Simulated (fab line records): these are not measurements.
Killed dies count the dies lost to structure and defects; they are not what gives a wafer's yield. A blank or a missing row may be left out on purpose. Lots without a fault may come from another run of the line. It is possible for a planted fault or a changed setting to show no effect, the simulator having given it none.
Chamber matching :: flow n5_finfet :: 4 sister chambers for N5_BEOL_M0_SAQP_ALD_48 on ald_sin-01
The step deposits SiO2, target thk 20 nm, pulse time 1 s, co reactant pulse time 1 s. 4 wafers are shown with their chamber, then 9 later ones without.

## EACH WAFER AND ITS CHAMBER
wafer: L095.6
chamber: 2
heater_power_w (W): 79

wafer: L087.1
chamber: 3
heater_power_w (W): 82

wafer: L087.2
chamber: 1
heater_power_w (W): 74

wafer: L087.3
chamber: 0
heater_power_w (W): 86

## WAFERS WITH NO CHAMBER GIVEN
wafer: L093.2
heater_power_w (W): 80

wafer: L093.3
heater_power_w (W): 73

wafer: L093.6
heater_power_w (W): 85

wafer: L096.1
heater_power_w (W): 87

wafer: L096.4
heater_power_w (W): 80

wafer: L096.5
heater_power_w (W): 79

wafer: L097.1
heater_power_w (W): 86

wafer: L097.3
heater_power_w (W): 81

wafer: L097.6
heater_power_w (W): 79

## WHICH CHAMBER EACH WENT THROUGH
wafer: L093.2
from the rows above: can't be placed: 2 or 3
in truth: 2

wafer: L093.3
from the rows above: 1
in truth: 1

wafer: L093.6
from the rows above: 0
in truth: 0

wafer: L096.1
from the rows above: 0
in truth: 0

wafer: L096.4
from the rows above: can't be placed: 2 or 3
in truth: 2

wafer: L096.5
from the rows above: 2
in truth: 2

wafer: L097.1
from the rows above: 0
in truth: 0

wafer: L097.3
from the rows above: can't be placed: 3 or 2
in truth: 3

wafer: L097.6
from the rows above: 2
in truth: 2
Placed correctly: 6 of 9. These rows do not allow placing 3 (true chamber among the candidates in 3). Number placed wrongly: 0.
How it was worked out, from the rows above alone: a wafer's distance from a chamber is the root of the sum, over the readings, of the square of ((its reading less the chamber's mean) divided by the reading's scatter). If the next closest chamber is less than 2 further off than the closest, the wafer can't be placed; otherwise it belongs to the closest. A chamber's mean is the mean of its shown wafers. The scatter: root of mean squared gap, hidden wafer to nearest shown wafer, with one shown wafer a chamber.
